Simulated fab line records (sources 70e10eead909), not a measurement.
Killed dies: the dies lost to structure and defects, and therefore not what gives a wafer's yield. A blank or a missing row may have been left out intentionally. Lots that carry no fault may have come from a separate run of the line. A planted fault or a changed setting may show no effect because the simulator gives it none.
Shared-tool check + flow nand-harc + 11 lots, 33 wafers sampled

## WHAT PROMPTED THE OPENING
At NHARC_END_WLT_00 the reading VT_DECK1_TOP is flagged on 2 of 11 lots. Wafers without a fault read 0.892, standard deviation 0.0067.
Rule: a lot is flagged in two cases, either no wafer of it has a number, or all its wafers with numbers fall more than 4 standard deviations from that mean. All remaining lots are regarded as sound.

| lot  | measured     | on        | VT_DECK1_TOP, wafer by wafer | flag    |
|------|--------------|-----------|------------------------------|---------|
| L473 | day 18 17:38 | prober-02 | 0.888 0.896 0.886            |         |
| L475 | day 19 07:33 | prober-02 | 0.898 0.898 0.889            |         |
| L478 | day 19 22:13 | prober-02 | 0.898 0.890 0.885            |         |
| L481 | day 20 18:33 | prober-02 | 0.901 0.893 0.901            |         |
| L480 | day 21 10:01 | prober-02 | 0.826 0.837 0.841            | FLAGGED |
| L479 | day 21 22:17 | prober-02 | 0.852 0.851 0.842            | FLAGGED |
| L490 | day 23 12:39 | prober-01 | 0.907 0.904 0.901            |         |
| L489 | day 23 16:49 | prober-02 | 0.886 0.881 0.881            |         |
| L492 | day 24 00:30 | prober-01 | 0.892 0.897 0.884            |         |
| L493 | day 24 07:52 | prober-01 | 0.889 0.895 0.893            |         |
| L496 | day 24 23:41 | prober-01 | 0.889 0.886 0.899            |         |
The numbers of the flagged lots are 0.841 on average: -0.051 against the usual, or -8 standard deviations.

## WHICH TOOL EACH LOT WENT THROUGH
3 process steps preceding the reading are held in the record, out of 1159 steps in the route. Cell contents, in order: the tool; ch with the chambers the sampled wafers went through; the start.
| lot  | flag    | NHARC_A_CHANNEL_HOLE_D1_ETCH_21  | NHARC_A_CHANNEL_FILL_D1_ALD_02   | NHARC_A_CHANNEL_FILL_D1_ALD_16   |
|------|---------|----------------------------------|----------------------------------|----------------------------------|
| L473 |         | har-etch-01 ch 0,1, day 8 07:12  | ald-hk-01 ch 0,1,2, day 8 14:17  | ald-hk-03 ch 0,1,3, day 9 01:22  |
| L475 |         | har-etch-01 ch 0,1, day 8 22:19  | ald-hk-04 ch 0,1,3, day 9 04:38  | ald-hk-01 ch 0,2,3, day 9 16:44  |
| L478 |         | har-etch-02 ch 0,1, day 9 15:41  | ald-hk-03 ch 0,1,2, day 9 21:19  | ald-hk-01 ch 0,3, day 10 09:34   |
| L481 |         | har-etch-02 ch 0, day 10 10:10   | ald-hk-03 ch 0,1,3, day 10 15:54 | ald-hk-01 ch 0,3, day 11 04:35   |
| L480 | FLAGGED | har-etch-01 ch 1, day 10 09:54   | ald-hk-04 ch 2,3, day 10 15:20   | ald-hk-03 ch 0,2, day 11 04:37   |
| L479 | FLAGGED | har-etch-01 ch 0,1, day 10 05:45 | ald-hk-04 ch 2,3, day 10 12:04   | ald-hk-01 ch 0,1,2, day 11 04:16 |
| L490 |         | har-etch-02 ch 0,1, day 12 09:55 | ald-hk-01 ch 1,2,3, day 12 15:26 | ald-hk-04 ch 1,2, day 13 01:59   |
| L489 |         | har-etch-02 ch 0,1, day 12 05:40 | ald-hk-01 ch 0,2,3, day 12 13:52 | ald-hk-01 ch 0,3, day 13 02:08   |
| L492 |         | har-etch-01 ch 0,1, day 12 22:09 | ald-hk-01 ch 1,2,3, day 13 03:44 | ald-hk-04 ch 1,2,3, day 13 15:59 |
| L493 |         | har-etch-02 ch 0,1, day 13 07:34 | ald-hk-01 ch 0,1,3, day 13 13:03 | ald-hk-03 ch 0,1,2, day 14 01:23 |
| L496 |         | har-etch-02 ch 0,1, day 14 08:50 | ald-hk-04 ch 0,3, day 14 14:11   | ald-hk-01 ch 1,3, day 15 00:23   |
What these steps do:
- NHARC_A_CHANNEL_HOLE_D1_ETCH_21: etches the open film in C4F8/O2/Ar, time 514.3 s, target depth 1600 nm.
- NHARC_A_CHANNEL_FILL_D1_ALD_02: deposits SiO2, target thk 6 nm, pulse time 10 s, ald cycles 60.
- NHARC_A_CHANNEL_FILL_D1_ALD_16: deposits SiO2, target thk 1.5 nm, pulse time 10 s, ald cycles 15.
- NHARC_END_WLT_00

## FLAGGED AGAINST TOTAL, ONE TOOL AT A TIME (gauges that did the reading follow at the end)
| step                            | tool        | lots run | flagged | share of the flagged lots | sound lots run after its first flagged lot |
|---------------------------------|-------------|----------|---------|---------------------------|--------------------------------------------|
| NHARC_A_CHANNEL_HOLE_D1_ETCH_21 | har-etch-01 | 5        | 2       | all                       | 1 (L492)                                   |
| NHARC_A_CHANNEL_HOLE_D1_ETCH_21 | har-etch-02 | 6        | 0       | none                      | -                                          |
| NHARC_A_CHANNEL_FILL_D1_ALD_02  | ald-hk-01   | 5        | 0       | none                      | -                                          |
| NHARC_A_CHANNEL_FILL_D1_ALD_02  | ald-hk-03   | 2        | 0       | none                      | -                                          |
| NHARC_A_CHANNEL_FILL_D1_ALD_02  | ald-hk-04   | 4        | 2       | all                       | 1 (L496)                                   |
| NHARC_A_CHANNEL_FILL_D1_ALD_16  | ald-hk-01   | 6        | 1       | some                      | 3 (L481,L489,L496)                         |
| NHARC_A_CHANNEL_FILL_D1_ALD_16  | ald-hk-03   | 3        | 1       | some                      | 1 (L493)                                   |
| NHARC_A_CHANNEL_FILL_D1_ALD_16  | ald-hk-04   | 2        | 0       | none                      | -                                          |
| NHARC_END_WLT_00                | prober-01   | 4        | 0       | none                      | -                                          |
| NHARC_END_WLT_00                | prober-02   | 7        | 2       | all                       | 1 (L489)                                   |

## WHAT THE TABLE ALLOWS
In the table, 3 rows ran each flagged lot (har-etch-01 at NHARC_A_CHANNEL_HOLE_D1_ETCH_21; ald-hk-04 at NHARC_A_CHANNEL_FILL_D1_ALD_02; prober-02 at NHARC_END_WLT_00).
- har-etch-01 at NHARC_A_CHANNEL_HOLE_D1_ETCH_21: 2 of its 5 lots flagged. Sound lots followed the first flagged one (L492) on it, something a lasting fault affecting the whole tool could not allow.
- ald-hk-04 at NHARC_A_CHANNEL_FILL_D1_ALD_02: 2 of its 4 lots flagged. Sound lots followed the first flagged one (L496) on it, something a lasting fault affecting the whole tool could not allow.
- prober-02 at NHARC_END_WLT_00: 2 of its 7 lots flagged. Sound lots followed the first flagged one (L489) on it, something a lasting fault affecting the whole tool could not allow.
Not one row of the table ran every flagged lot while running no sound lot after the first.

## WHAT WAS PUT IN BY THE SIMULATOR
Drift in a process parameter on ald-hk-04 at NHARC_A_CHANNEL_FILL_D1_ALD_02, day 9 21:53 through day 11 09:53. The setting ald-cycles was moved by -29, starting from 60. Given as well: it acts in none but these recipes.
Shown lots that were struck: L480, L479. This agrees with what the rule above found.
